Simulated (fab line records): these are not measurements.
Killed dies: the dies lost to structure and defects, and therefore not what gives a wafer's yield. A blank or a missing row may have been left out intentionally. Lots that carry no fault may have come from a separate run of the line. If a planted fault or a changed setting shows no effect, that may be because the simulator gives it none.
fab line records | flow n5-finfet
record lots=6 | wafers=18 | last-day=19
route steps=1938 shown BEOL_M0_SAQP@700 BEOL_M0_CUTY@701 BEOL_M4@1111 PASSIVATION@1936
lots untouched by any fault: they come from a run of this same line in which no faults occurred
start-h: start of the lot's first displayed wafer, in hours after the record's first day | wait-h: how many hours have passed since the lot's step before this one | " same as the row above | L1.1+2: a row that stands for several wafers | - either no value or no given start | * or withheld: withheld | < > ~ a bound
route shown NAME@n: names a module that has steps shown in the file, with the first one's number in the route | usual: mean and standard deviation over wafers with no fault | same: alike in all rows | chamber/n: place in a boat | sites: each site's reading | _std_site: the standard deviation of these | _edge_site: mean of outer sites minus mean of inner sites | radius-mm: how far each site lies from the wafer's centre | mask NAME#n: copy n | behind: the most recent tool/chamber to have shaped the wafer | hold: why the lot was held/for how many hours/how that ended | device: which transistor (n, p or np) failed to switch | end of line: at the end of the route, the tests of the same wafers | a step given without rows: its recipe and nothing more | killed: dies that structure and defects cost at the first sort, which is not the same as the wafer's yield | map: the dies of a wafer, with x for killed, . for not killed, _ for no die there
set.NAME: the setting as run; set.NAME@STEP: as run at that earlier step | model.NAME: the simulator's own value behind a step, which no gauge read
lots at selected steps of the route; one table per step, one row per wafer
services: when a tool's chamber went out of use (start-h, in hours from the record's first day, below 0 if earlier), for how many hours, and the reason
## steps
# step N5_BEOL_M0_SAQP_STRIP_75
# recipe chemistry=CF4 | resist=SiARC | power-w=300 | bias-power-w=75 | pressure-mtorr=50 | cf4-flow-sccm=150 | rf-frequency-hz=6e+07
# usual cf4-flow-sccm=150.0/0.47 | drypump-motor-current-A=5.6/0.32 | oes-product-au=0.174/0.017 | rf-vpp-V=270.6/1.5 | showerhead-plenum-p-Torr=1.76/0.046 | throttle-valve-pct=13.61/0.24
lot.wafer | tool        | chamber | start-h | wait-h | cf4-flow-sccm | drypump-motor-current-A | oes-product-au | rf-hours-counter-h | rf-vpp-V | showerhead-plenum-p-Torr | throttle-valve-pct
L527.1    | rie-diel-02 | 2       | 140.62  | 0.1    | 149.6         | 5.5                     | 0.166          | 218                | 271.0    | 1.76                     | 13.53
L527.4    | "           | 1       | "       | "      | 149.6         | 6.0                     | 0.178          | 170                | 267.3    | 1.72                     | 13.35
L527.5    | "           | 1       | "       | "      | 150.1         | 6.0                     | 0.171          | -                  | 268.0    | 1.72                     | 13.35
L529.1    | rie-diel-06 | 3       | 150.62  | 0.1    | 149.9         | 5.3                     | 0.169          | 166                | 267.5    | 1.72                     | 13.87
L529.3    | "           | 2       | "       | "      | 150.3         | 5.3                     | 0.161          | 209                | 272.6    | 1.85                     | 13.70
L529.6    | "           | 3       | "       | "      | 149.8         | 5.3                     | 0.170          | -                  | 269.5    | 1.72                     | 13.87
L533.2    | rie-diel-02 | 3       | 171.34  | 0.1    | 149.4         | 5.7                     | 0.165          | 217                | 271.4    | 1.77                     | 13.87
L533.5    | "           | 1       | "       | "      | 149.7         | 6.0                     | 0.167          | -                  | 270.1    | 1.71                     | 13.38
L533.6    | "           | 2       | "       | "      | 149.9         | 5.5                     | 0.174          | -                  | 270.9    | 1.76                     | 13.56
L538.1    | rie-diel-02 | 0       | 206.87  | 0.1    | 149.4         | 5.4                     | 0.222          | 9                  | 273.7    | 1.83                     | 13.32
L538.4    | "           | 3       | "       | "      | 149.9         | 5.7                     | 0.163          | 230                | 272.8    | 1.77                     | 13.91
L538.6    | "           | 2       | "       | "      | 150.2         | 5.5                     | 0.165          | -                  | 269.5    | 1.75                     | 13.59
L545.1    | rie-diel-02 | 3       | 249.48  | 0.1    | 149.8         | 5.7                     | 0.166          | 241                | 270.0    | 1.76                     | 13.95
L545.3    | "           | 0       | "       | "      | 150.5         | 5.4                     | 0.212          | 20                 | 272.3    | 1.82                     | 13.36
L545.4    | "           | 0       | "       | "      | 150.3         | 5.4                     | 0.214          | -                  | 272.0    | 1.82                     | 13.36
L546.2    | rie-diel-02 | 0       | 250.77  | 0.1    | 150.4         | 5.4                     | 0.205          | 21                 | 272.2    | 1.82                     | 13.35
L546.3    | "           | 3       | "       | "      | 149.3         | 5.7                     | 0.161          | 242                | 271.0    | 1.76                     | 13.94
L546.4    | "           | 3       | "       | "      | 149.9         | 5.7                     | 0.162          | -                  | 271.2    | 1.76                     | 13.93
# step N5_BEOL_M0_CUTY_COAT_50
# recipe resist=SiARC | temp-c=220 | time-s=60 | spin-rpm=1500 | resist-thk-nm=15
# step N5_BEOL_M0_CUTY_COAT_51
# recipe resist=CAR-ArF-block | spin-rpm=1500 | resist-thk-nm=150
# step N5_BEOL_M0_CUTY_EBR_52
# recipe solvent=PGMEA | ebr-width-mm=1.5
# step N5_BEOL_M0_CUTY_SOFTBAKE_53
# recipe temp-c=110 | time-s=60 | resist=CAR-ArF-block
# step N5_BEOL_M0_CUTY_EXPOSE_54
# recipe mask-id=M0_ABLK | na=1.35 | source-shape=conventional | sigma-outer=0.8 | polarization=unpolarized | dose-mj=36
# step N5_BEOL_M0_CUTY_PEB_55
# recipe peb-temp-c=110 | peb-time-s=60 | resist=CAR-ArF-block
# step N5_BEOL_M0_CUTY_DEVELOP_56
# recipe develop-time-s=30 | developer=TMAH | resist=CAR-ArF-block | rinse-liquid=diw | dry=air-spin | dev-temp-c=23
# step N5_BEOL_M0_CUTY_CD_MEAS_57
# recipe target-cd-nm=200 | landing-energy-ev=500 | detector=se-inlens | polarity=line
# usual cd-nm=199.7/0.97
lot.wafer | tool      | chamber | start-h | wait-h | cd-nm
L527.1    | cd-sem-03 | 0       | 141.01  | -      | 198.4
L527.4    | "         | 0       | "       | "      | 199.1
L527.5    | "         | 0       | "       | "      | 198.5
L529.1    | cd-sem-01 | 0       | 151.02  | -      | 198.4
L529.3    | "         | 0       | "       | "      | 199.8
L529.6    | "         | 0       | "       | "      | 198.9
L533.2    | cd-sem-01 | 0       | 171.61  | -      | 200.0
L533.5    | "         | 0       | "       | "      | 201.0
L533.6    | "         | 0       | "       | "      | 199.5
L538.1    | cd-sem-02 | 0       | 207.14  | -      | 199.3
L538.4    | "         | 0       | "       | "      | 198.3
L538.6    | "         | 0       | "       | "      | 199.6
L545.1    | cd-sem-03 | 0       | 249.75  | -      | 200.7
L545.3    | "         | 0       | "       | "      | 200.7
L545.4    | "         | 0       | "       | "      | 200.5
L546.2    | cd-sem-03 | 0       | 251.16  | -      | 200.5
L546.3    | "         | 0       | "       | "      | 200.2
L546.4    | "         | 0       | "       | "      | 200.5
# step N5_BEOL_M0_CUTY_OVL_MEAS_58
# recipe points-per-wafer=44
# usual M0_ABLK_OVL=0.2/0.65
# same points-per-wafer=44
lot.wafer | tool       | chamber | start-h | wait-h | M0_ABLK_OVL[nm]
L527.1    | overlay-02 | 0       | 141.04  | 0.0    | 0.4
L527.4    | "          | 0       | "       | "      | 0.0
L527.5    | "          | 0       | "       | "      | -0.2
L529.1    | overlay-02 | 0       | 151.05  | 0.0    | -0.3
L529.3    | "          | 0       | "       | "      | 0.2
L529.6    | "          | 0       | "       | "      | -0.5
L533.2    | overlay-01 | 0       | 171.64  | 0.0    | -0.4
L533.5    | "          | 0       | "       | "      | -0.3
L533.6    | "          | 0       | "       | "      | -1.2
L538.1    | overlay-02 | 0       | 207.17  | 0.0    | 0.0
L538.4    | "          | 0       | "       | "      | 1.2
L538.6    | "          | 0       | "       | "      | 0.8
L545.1    | overlay-02 | 0       | 249.78  | 0.0    | -0.2
L545.3    | "          | 0       | "       | "      | -0.4
L545.4    | "          | 0       | "       | "      | -0.2
L546.2    | overlay-01 | 0       | 251.20  | 0.0    | 0.3
L546.3    | "          | 0       | "       | "      | 1.3
L546.4    | "          | 0       | "       | "      | 0.6
# step N5_BEOL_M0_CUTY_INSPECT_59
# recipe mode=adi | inspect-instrument=macro
# usual raw-defect-count=2.1/1.5
lot.wafer | tool              | chamber | start-h | wait-h | raw-defect-count
L527.1    | defect-inspect-02 | -       | 141.06  | 0.0    | 0
L527.4    | "                 | -       | "       | "      | 3
L527.5    | "                 | -       | "       | "      | 2
L529.1    | defect-inspect-02 | -       | 151.07  | 0.0    | 2
L529.3    | "                 | -       | "       | "      | 4
L529.6    | "                 | -       | "       | "      | 5
L533.2    | defect-inspect-02 | -       | 171.66  | 0.0    | 3
L533.5    | "                 | -       | "       | "      | 2
L533.6    | "                 | -       | "       | "      | 2
L538.1    | defect-inspect-01 | -       | 207.20  | 0.0    | 0
L538.4    | "                 | -       | "       | "      | 3
L538.6    | "                 | -       | "       | "      | 2
L545.1    | defect-inspect-01 | -       | 249.80  | 0.0    | 0
L545.3    | "                 | -       | "       | "      | 4
L545.4    | "                 | -       | "       | "      | 1
L546.2    | defect-inspect-02 | -       | 251.23  | 0.0    | 3
L546.3    | "                 | -       | "       | "      | 2
L546.4    | "                 | -       | "       | "      | 2
# step N5_BEOL_M0_CUTY_DESCUM_61
# recipe chemistry=O2 | time-s=7.9 | source-power-w=50 | bias-power-w=20 | pressure-mtorr=20 | rf-frequency-hz=2.712e+07 | temp-c=40 | resist=CAR-ArF-block | o2-flow-sccm=225
# usual drypump-motor-current-A=5.8/0.47 | oes-product-au=0.81/0.085 | rf-vpp-V=243.0/1.3 | showerhead-plenum-p-Torr=2.08/0.073 | throttle-valve-pct=20.39/0.25
lot.wafer | tool        | chamber | start-h | wait-h | drypump-motor-current-A | oes-product-au | rf-hours-counter-h | rf-vpp-V | showerhead-plenum-p-Torr | throttle-valve-pct
L527.1    | rie-diel-05 | 0       | 141.10  | 0.0    | 5.3                     | 0.86           | 42                 | 243.8    | 2.11                     | 20.14
L527.4    | "           | 2       | "       | "      | 5.7                     | 0.75           | -                  | 243.5    | 2.18                     | 20.58
L527.5    | "           | 1       | "       | "      | 6.2                     | 0.99           | -                  | 241.4    | 2.05                     | 20.19
L529.1    | rie-diel-05 | 2       | 151.27  | 0.2    | 5.6                     | 0.75           | 181                | 245.3    | 2.18                     | 20.59
L529.3    | "           | 1       | "       | "      | 6.2                     | 0.97           | 7                  | 243.1    | 2.05                     | 20.20
L529.6    | "           | 0       | "       | "      | 5.4                     | 0.86           | -                  | 244.0    | 2.11                     | 20.15
L533.2    | rie-diel-05 | 3       | 171.70  | 0.0    | 5.5                     | 0.95           | 2                  | 242.9    | 2.06                     | 20.01
L533.5    | "           | 2       | "       | "      | 5.6                     | 0.76           | -                  | 242.9    | 2.18                     | 20.60
L533.6    | "           | 3       | "       | "      | 5.5                     | 0.94           | -                  | 241.5    | 2.06                     | 20.03
L538.1    | rie-diel-01 | 1       | 207.23  | 0.0    | 6.4                     | 0.84           | 59                 | 242.9    | 2.04                     | 20.10
L538.4    | "           | 2       | "       | "      | 5.4                     | 0.69           | 213                | 243.7    | 2.15                     | 20.47
L538.6    | "           | 2       | "       | "      | 5.4                     | 0.70           | -                  | 244.9    | 2.15                     | 20.47
L545.1    | rie-diel-03 | 2       | 249.84  | 0.0    | 6.7                     | 0.82           | 80                 | 242.5    | 2.11                     | 20.55
L545.3    | "           | 3       | "       | "      | 5.6                     | 0.98           | 0                  | 243.1    | 2.15                     | 20.58
L545.4    | "           | 1       | "       | "      | 6.5                     | 0.82           | 65                 | 243.6    | 2.12                     | 20.23
L546.2    | rie-diel-03 | 1       | 251.28  | 0.1    | 6.5                     | 0.82           | 65                 | 244.0    | 2.12                     | 20.24
L546.3    | "           | 0       | "       | "      | 6.0                     | 0.81           | 94                 | 242.4    | 2.01                     | 20.42
L546.4    | "           | 2       | "       | "      | 6.7                     | 0.81           | 80                 | 245.5    | 2.11                     | 20.57
# step N5_BEOL_M0_CUTY_ETCH_62
# recipe chemistry=CF4 | target=SiARC | mask-material=CAR-ArF-block | time-s=58.5 | ion-energy-ev=80 | pressure-mtorr=40 | source-w=545 | bias-w=36 | Ar_flow_sccm=100 | cf4-flow-sccm=100 | ends=cleared
# usual cf4-flow-sccm=100.0/0.32 | drypump-motor-current-A=5.8/0.47 | etch-rf-on-time-s=58.0/1.4 | oes-product-au=0.70/0.07 | rf-vpp-V=184.0/1.3 | showerhead-plenum-p-Torr=2.14/0.073 | throttle-valve-pct=15.62/0.24
lot.wafer | tool        | chamber | start-h | wait-h | cf4-flow-sccm | drypump-motor-current-A | etch-rf-on-time-s | oes-product-au | rf-hours-counter-h | rf-vpp-V | showerhead-plenum-p-Torr | throttle-valve-pct
L527.1    | rie-diel-05 | 0       | 141.13  | 0.0    | 99.9          | 5.3                     | 58.6              | 0.74           | 42                 | 182.9    | 2.20                     | 15.49
L527.4    | "           | 2       | "       | "      | 99.9          | 5.6                     | 55.9              | 0.66           | -                  | 184.8    | 2.23                     | 15.78
L527.5    | "           | 1       | "       | "      | 100.2         | 6.2                     | 58.6              | 0.83           | -                  | 184.8    | 2.11                     | 15.39
L529.1    | rie-diel-05 | 2       | 151.30  | 0.0    | 100.7         | 5.6                     | 55.4              | 0.66           | 181                | 182.3    | 2.22                     | 15.78
L529.3    | "           | 1       | "       | "      | 100.8         | 6.2                     | 42.0              | 1.00           | 7                  | 183.5    | 2.11                     | 15.40
L529.6    | "           | 0       | "       | "      | 99.9          | 5.3                     | 58.0              | 0.73           | -                  | 183.8    | 2.19                     | 15.52
L533.2    | rie-diel-05 | 3       | 171.73  | 0.0    | 100.3         | 5.6                     | 42.1              | 1.00           | 2                  | 183.6    | 2.11                     | 15.23
L533.5    | "           | 2       | "       | "      | 100.2         | 5.6                     | 55.5              | 0.66           | -                  | 186.8    | 2.22                     | 15.78
L533.6    | "           | 3       | "       | "      | 100.2         | 5.5                     | 58.7              | 0.82           | -                  | 183.1    | 2.11                     | 15.22
L538.1    | rie-diel-01 | 1       | 207.27  | 0.0    | 99.8          | 6.5                     | 57.0              | 0.70           | 59                 | 183.7    | 2.09                     | 15.26
L538.4    | "           | 2       | "       | "      | 100.2         | 5.4                     | 60.3              | 0.59           | 213                | 185.3    | 2.20                     | 15.75
L538.6    | "           | 2       | "       | "      | 100.5         | 5.4                     | 59.8              | 0.59           | -                  | 184.5    | 2.20                     | 15.76
L545.1    | rie-diel-03 | 2       | 249.87  | 0.0    | 99.8          | 6.7                     | 56.8              | 0.70           | 80                 | 183.4    | 2.17                     | 15.77
L545.3    | "           | 3       | "       | "      | 100.0         | 5.6                     | 58.5              | 0.85           | 0                  | 184.2    | 2.20                     | 15.68
L545.4    | "           | 1       | "       | "      | 99.8          | 6.5                     | 59.4              | 0.71           | 65                 | 182.9    | 2.17                     | 15.40
L546.2    | rie-diel-03 | 1       | 251.32  | 0.0    | 100.0         | 6.4                     | 59.4              | 0.70           | 65                 | 184.6    | 2.17                     | 15.40
L546.3    | "           | 0       | "       | "      | 100.3         | 6.0                     | 58.5              | 0.69           | 94                 | 181.8    | 2.08                     | 15.67
L546.4    | "           | 2       | "       | "      | 100.2         | 6.7                     | 56.2              | 0.71           | 81                 | 183.2    | 2.17                     | 15.77
# step N5_BEOL_M0_CUTY_ETCH_63
# recipe chemistry=N2/H2 | target=SOC | target-depth-a=827 | overetch-a=165 | mask-material=SiARC | temp-c=40 | ion-energy-ev=200 | time-s=124 | pressure-mtorr=30 | source-w=840 | bias-w=150 | n2-flow-sccm=200 | h2-flow-sccm=200
# usual drypump-motor-current-A=5.9/0.47 | oes-product-au=0.66/0.066 | rf-vpp-V=523.7/2.6 | showerhead-plenum-p-Torr=2.53/0.092 | throttle-valve-pct=17.79/0.27
lot.wafer | tool        | chamber | start-h | wait-h | drypump-motor-current-A | oes-product-au | rf-hours-counter-h | rf-vpp-V | showerhead-plenum-p-Torr | throttle-valve-pct
L527.1    | rie-diel-05 | 0       | 141.18  | 0.0    | 5.3                     | 0.71           | 42                 | 525.5    | 2.58                     | 17.64
L527.4    | "           | 2       | "       | "      | 5.6                     | 0.62           | -                  | 527.0    | 2.65                     | 17.95
L527.5    | "           | 1       | "       | "      | 6.2                     | 0.80           | -                  | 523.8    | 2.48                     | 17.51
L529.1    | rie-diel-05 | 2       | 151.35  | 0.0    | 5.6                     | 0.61           | 181                | 526.4    | 2.65                     | 17.96
L529.3    | "           | 1       | "       | "      | 6.2                     | 0.78           | 7                  | 523.3    | 2.48                     | 17.50
L529.6    | "           | 0       | "       | "      | 5.3                     | 0.69           | -                  | 525.4    | 2.58                     | 17.64
L533.2    | rie-diel-05 | 3       | 171.78  | 0.0    | 5.6                     | 0.79           | 2                  | 522.9    | 2.48                     | 17.30
L533.5    | "           | 2       | "       | "      | 5.7                     | 0.61           | -                  | 526.9    | 2.64                     | 17.97
L533.6    | "           | 3       | "       | "      | 5.6                     | 0.78           | -                  | 522.9    | 2.48                     | 17.30
L538.1    | rie-diel-01 | 1       | 207.31  | 0.0    | 6.4                     | 0.66           | 59                 | 522.3    | 2.49                     | 17.59
L538.4    | "           | 2       | "       | "      | 5.4                     | 0.58           | 213                | 525.3    | 2.62                     | 17.96
L538.6    | "           | 2       | "       | "      | 5.4                     | 0.58           | -                  | 526.9    | 2.62                     | 17.94
L545.1    | rie-diel-03 | 2       | 249.92  | 0.0    | 6.7                     | 0.66           | 80                 | 524.3    | 2.57                     | 17.88
L545.3    | "           | 3       | "       | "      | 5.6                     | 0.81           | 0                  | 526.4    | 2.61                     | 17.93
L545.4    | "           | 1       | "       | "      | 6.5                     | 0.68           | 65                 | 524.4    | 2.58                     | 17.63
L546.2    | rie-diel-03 | 1       | 251.37  | 0.0    | 6.5                     | 0.68           | 65                 | 523.4    | 2.58                     | 17.60
L546.3    | "           | 0       | "       | "      | 6.1                     | 0.66           | 94                 | 520.3    | 2.47                     | 18.02
L546.4    | "           | 2       | "       | "      | 6.7                     | 0.67           | 81                 | 524.3    | 2.57                     | 17.88
# step N5_BEOL_M4_RC_MEAS_101
# usual DIBL_N=36.0/1.7 | DIBL_P=36.2/1.9 | IOFF_N=0.154/0.028 | IOFF_P=0.21/0.036 | ION_N=675/11 | ION_P=463/8.3 | SS_N=71.4/0.63 | SS_P=73.2/0.55 | VT_N=250.2/3 | VT_P=-251/3.7
lot.wafer | tool      | chamber | start-h | wait-h | DIBL_N[mV/V] | DIBL_P[mV/V] | IOFF_N[nA/um] | IOFF_P[nA/um] | ION_N[uA/um] | ION_P[uA/um] | SS_N[mV/dec] | SS_P[mV/dec] | VT_N[mV] | VT_P[mV]
L527.1    | prober-02 | 0       | 239.53  | 0.0    | 34.3         | 34.7         | 0.126         | 0.17          | 675          | 459          | 70.9         | 72.1         | 249.3    | -251
L527.4    | "         | 0       | "       | "      | 35.3         | 36.5         | 0.142         | 0.19          | 677          | 465          | 71.6         | 72.9         | 251.4    | -249
L527.5    | "         | 0       | "       | "      | 37.2         | 37.9         | 0.172         | 0.22          | 687          | 475          | 71.5         | 73.1         | 247.1    | -249
L529.1    | prober-02 | 0       | 264.69  | 0.0    | 35.4         | 36.1         | 0.153         | 0.20          | 687          | 470          | 71.2         | 72.3         | 248.5    | -250
L529.3    | "         | 0       | "       | "      | 34.7         | 35.4         | 0.131         | 0.18          | 674          | 461          | 71.7         | 72.9         | 253.1    | -253
L529.6    | "         | 0       | "       | "      | 34.9         | 34.5         | 0.126         | 0.17          | 667          | 452          | 71.0         | 72.5         | 253.9    | -257
L533.2    | prober-02 | 0       | 291.79  | 0.2    | 35.3         | 35.3         | 0.135         | 0.18          | 684          | 463          | 71.5         | 72.8         | 250.7    | -253
L533.5    | "         | 0       | "       | "      | 35.4         | 34.7         | 0.123         | 0.17          | 668          | 454          | 71.5         | 73.1         | 254.9    | -255
L533.6    | "         | 0       | "       | "      | 35.9         | 35.5         | 0.142         | 0.18          | 681          | 466          | 71.5         | 73.2         | 251.5    | -254
L538.1    | prober-02 | 0       | 309.89  | 0.0    | 38.5         | 38.5         | 0.199         | 0.30          | 691          | 477          | 71.6         | 74.1         | 245.0    | -244
L538.4    | "         | 0       | "       | "      | 38.5         | 38.3         | 0.193         | 0.28          | 682          | 476          | 72.0         | 73.6         | 244.9    | -244
L538.6    | "         | 0       | "       | "      | 36.8         | 36.4         | 0.144         | 0.25          | 672          | 472          | 70.6         | 73.4         | 249.5    | -246
L545.1    | prober-01 | 0       | 344.15  | 0.0    | 37.2         | 37.7         | 0.191         | 0.28          | 681          | 471          | 71.9         | 73.7         | 248.2    | -247
L545.3    | "         | 0       | "       | "      | 38.5         | 38.3         | 0.218         | 0.29          | 704          | 482          | 72.1         | 74.1         | 243.7    | -244
L545.4    | "         | 0       | "       | "      | 39.2         | 38.9         | 0.211         | 0.30          | 682          | 473          | 72.8         | 72.8         | 246.9    | -244
L546.2    | prober-02 | 0       | 347.19  | 0.2    | 34.4         | 35.4         | 0.131         | 0.19          | 682          | 469          | 70.7         | 72.8         | 252.0    | -249
L546.3    | "         | 0       | "       | "      | 40.2         | 41.1         | 0.244         | 0.28          | 697          | 463          | 72.4         | 74.3         | 245.3    | -248
L546.4    | "         | 0       | "       | "      | 36.7         | 37.8         | 0.166         | 0.23          | 670          | 461          | 72.1         | 73.2         | 249.8    | -246
# step N5_PASSIVATION_PROBE_49
# usual defect-limited-yield=90.9/1.4 | killed_at_M0_to_M3=38/11 | killed_at_M4_up=13/5.9 | killed-at-contacts=14/6.4 | killed-at-front-end=38/11 | killed-at-other=3.3/2.5 | killed-dies=107/16 | killed-open=70/12 | killed-short=35/7.7 | sort_bin_4_leakage=0.00/0.007 | sort_bin_5_function=5.3/0.94 | sort_bin_6_memory=3.5/0.7 | sort-n-pass=1073/16 | sort-yield-pct=90.9/1.4
# same gross-dies=1180 | killed-at-back-side=0 | sort_bin_8_speed[%]=0
lot.wafer | tool      | chamber | start-h | wait-h | defect-limited-yield[%] | killed_at_M0_to_M3 | killed_at_M4_up | killed-at-contacts | killed-at-front-end | killed-at-other | killed-dies | killed-open | killed-short | sort_bin_4_leakage[%] | sort_bin_5_function[%] | sort_bin_6_memory[%] | sort-n-pass | sort-yield-pct[%]
L527.1    | prober-02 | -       | 341.56  | 0.0    | 94.6                    | 25                 | 10              | 11                 | 18                  | 0               | 64          | 44          | 18           | 0                     | 3.5                    | 1.7                  | 1116        | 94.6
L527.4    | prober-02 | -       | 341.71  | 0.2    | 90.0                    | 27                 | 23              | 8                  | 57                  | 3               | 118         | 72          | 42           | 0                     | 5.3                    | 4.2                  | 1062        | 90.0
L527.5    | prober-02 | -       | 341.76  | 0.2    | 93.1                    | 33                 | 17              | 4                  | 25                  | 2               | 81          | 55          | 25           | 0                     | 4.0                    | 2.5                  | 1099        | 93.1
L529.1    | prober-02 | -       | 371.76  | 0.0    | 89.7                    | 47                 | 13              | 19                 | 40                  | 2               | 121         | 72          | 48           | 0                     | 5.9                    | 3.8                  | 1059        | 89.7
L529.3    | prober-02 | -       | 371.86  | 0.1    | 90.4                    | 37                 | 13              | 14                 | 44                  | 5               | 113         | 82          | 30           | 0                     | 6.4                    | 2.9                  | 1067        | 90.4
L529.6    | prober-02 | -       | 372.01  | 0.3    | 90.0                    | 38                 | 13              | 17                 | 40                  | 10              | 118         | 77          | 38           | 0                     | 6.0                    | 3.9                  | 1062        | 90.0
L533.2    | prober-02 | -       | 406.71  | 0.1    | 92.1                    | 39                 | 9               | 9                  | 34                  | 2               | 93          | 55          | 36           | 0                     | 4.5                    | 3.2                  | 1087        | 92.1
L533.5    | prober-02 | -       | 406.86  | 0.2    | 92.1                    | 43                 | 10              | 6                  | 31                  | 3               | 93          | 60          | 30           | 0                     | 4.0                    | 3.7                  | 1087        | 92.1
L533.6    | prober-02 | -       | 406.91  | 0.3    | 91.9                    | 38                 | 11              | 8                  | 33                  | 5               | 95          | 67          | 26           | 0                     | 4.3                    | 3.6                  | 1085        | 91.9
L545.1    | prober-01 | -       | 463.91  | 0.0    | 89.4                    | 50                 | 19              | 21                 | 32                  | 3               | 125         | 82          | 40           | 0                     | 5.8                    | 4.2                  | 1055        | 89.4
# killed by level:class
L527.1 MOL_CONTACT_COAG:geometric-particle:open=9 BEOL_M0_SAQP:geometric-particle:open=6 BEOL_M1:geometric-particle:open=6 BEOL_M0:geometric-particle:open=4 BEOL_M2:geometric-particle:open=4 STARTING-WAFER:geometric-particle:open=3 STARTING-WAFER:geometric-particle:short=3 DUMMY_GATE:geometric-particle:open=2
L527.4 FIN_SAQP:geometric-particle:short=15 FIN_SAQP:geometric-particle:open=11 BEOL_M2:geometric-particle:open=10 STI_FIN_REVEAL:geometric-particle:open=7 MOL_CONTACT_COAG:geometric-particle:open=6 BEOL_M0_SAQP:geometric-particle:open=6 BEOL_M5:geometric-particle:open=6 BEOL_M0_SAQP:geometric-particle:short=5
L527.5 BEOL_M0_SAQP:geometric-particle:open=8 BEOL_M3:geometric-particle:open=8 FIN_SAQP:geometric-particle:short=6 BEOL_M2:geometric-particle:open=5 BEOL_M4:geometric-particle:open=5 STI_FIN_REVEAL:geometric-particle:open=4 GATE_CUT:geometric-particle:short=4 MOL_CONTACT_COAG:geometric-particle:open=4
L529.1 MOL_CONTACT_COAG:geometric-particle:open=18 BEOL_M3:geometric-particle:open=15 FIN_SAQP:geometric-particle:short=10 BEOL_M0_SAQP:geometric-particle:short=10 BEOL_M0_SAQP:geometric-particle:open=9 GATE_CUT:geometric-particle:short=8 BEOL_M4:geometric-particle:open=7 STI_FIN_REVEAL:geometric-particle:open=5
L529.3 BEOL_M3:geometric-particle:open=13 FIN_SAQP:geometric-particle:short=11 MOL_CONTACT_COAG:geometric-particle:open=11 FIN_SAQP:geometric-particle:open=9 BEOL_M2:geometric-particle:open=9 BEOL_M1:geometric-particle:open=8 STI_FIN_REVEAL:geometric-particle:open=5 DUMMY_GATE:geometric-particle:open=4
L529.6 MOL_CONTACT_COAG:geometric-particle:open=16 BEOL_M3:geometric-particle:open=14 GATE_CUT:geometric-particle:short=10 FIN_SAQP:geometric-particle:open=9 BEOL_M0_SAQP:geometric-particle:short=9 FIN_SAQP:geometric-particle:short=6 BEOL_M2:geometric-particle:open=5 GATE_CUT:geometric-particle:open=4
L533.2 BEOL_M3:geometric-particle:open=13 FIN_SAQP:geometric-particle:open=6 GATE_CUT:geometric-particle:short=6 BEOL_M0_SAQP:geometric-particle:open=6 MOL_CONTACT_COAG:geometric-particle:open=5 BEOL_M0_SAQP:geometric-particle:short=5 MOL_CONTACT_COAG:geometric-particle:short=4 BEOL_M1:geometric-particle:open=4
L533.5 BEOL_M0_SAQP:geometric-particle:open=9 BEOL_M0_SAQP:geometric-particle:short=9 STI_FIN_REVEAL:geometric-particle:open=8 BEOL_M2:geometric-particle:open=8 BEOL_M3:geometric-particle:open=7 FIN_SAQP:geometric-particle:open=6 MOL_CONTACT_COAG:geometric-particle:open=5 GATE_CUT:geometric-particle:short=4
L533.6 BEOL_M3:geometric-particle:open=16 FIN_SAQP:geometric-particle:open=13 FIN_SAQP:geometric-particle:short=6 BEOL_M1:geometric-particle:open=6 MOL_CONTACT_COAG:geometric-particle:open=6 BEOL_M3:geometric-particle:short=5 BEOL_M0_SAQP:geometric-particle:short=4 BEOL_M0_SAQP:geometric-particle:open=4
L545.1 MOL_CONTACT_COAG:geometric-particle:open=18 BEOL_M0_SAQP:geometric-particle:short=13 BEOL_M2:geometric-particle:open=11 BEOL_M4:geometric-particle:open=8 BEOL_M0_SAQP:geometric-particle:open=8 DUMMY_GATE:geometric-particle:open=6 BEOL_M3:geometric-particle:open=6 FIN_SAQP:geometric-particle:open=4
## services
tool        | chamber | start-h | hours | kind
rie-diel-05 | 3       | 119.45  | 6.4   | repair
rie-diel-05 | 3       | 134.83  | -     | clean
rie-diel-05 | 3       | 134.83  | -     | consumable-replace:focus-ring
rie-diel-05 | 3       | 134.83  | 29.9  | scheduled-down
rie-diel-05 | 3       | 134.83  | 29.9  | vent-cycle
rie-diel-02 | 1       | 154.13  | 5.4   | repair
rie-diel-03 | 2       | 157.49  | 2.7   | repair
rie-diel-02 | 0       | 165.92  | -     | clean
rie-diel-02 | 0       | 165.92  | -     | consumable-replace:focus-ring
rie-diel-02 | 0       | 165.92  | 16.7  | scheduled-down
rie-diel-02 | 0       | 165.92  | 16.7  | vent-cycle
rie-diel-02 | -       | 179.40  | 1.0   | repair
rie-diel-06 | 2       | 189.08  | 10.0  | repair
rie-diel-06 | -       | 200.13  | 14.6  | pm
rie-diel-06 | 2       | 226.76  | 7.4   | repair
rie-diel-03 | 3       | 227.88  | -     | clean
rie-diel-03 | 3       | 227.88  | -     | consumable-replace:focus-ring
rie-diel-03 | 3       | 227.88  | 18.7  | scheduled-down
rie-diel-03 | 3       | 227.88  | 18.7  | vent-cycle
rie-diel-05 | 2       | 229.83  | 7.1   | repair
rie-diel-02 | 2       | 234.77  | -     | clean
rie-diel-02 | 2       | 234.77  | -     | consumable-replace:focus-ring
rie-diel-02 | 2       | 234.77  | 18.5  | scheduled-down
rie-diel-02 | 2       | 234.77  | 18.5  | vent-cycle
## key
first-sign step=N5_BEOL_M0_CUTY_ETCH_62 | reading=etch-rf-on-time-s | direction=down | sigmas=12 | usual=* | struck=*
effect step=N5_BEOL_M0_CUTY_ETCH_62 | reading=oes-product-au | direction=up | sigmas=4.3 | usual=0.70 | struck=1.00
met-at N5_BEOL_M0_CUTY_ETCH_62
struck-wafers L529.3,L533.2
onset-between 141.13 151.30
fault kind=process-parameter-drift | tool=rie-diel-05 | chamber=- | onset-h=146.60 | steps=N5_BEOL_M0_CUTY_ETCH_62 | channel=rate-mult | offset=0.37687 | shape=step | end-h=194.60 | scope=struck-wafers-only
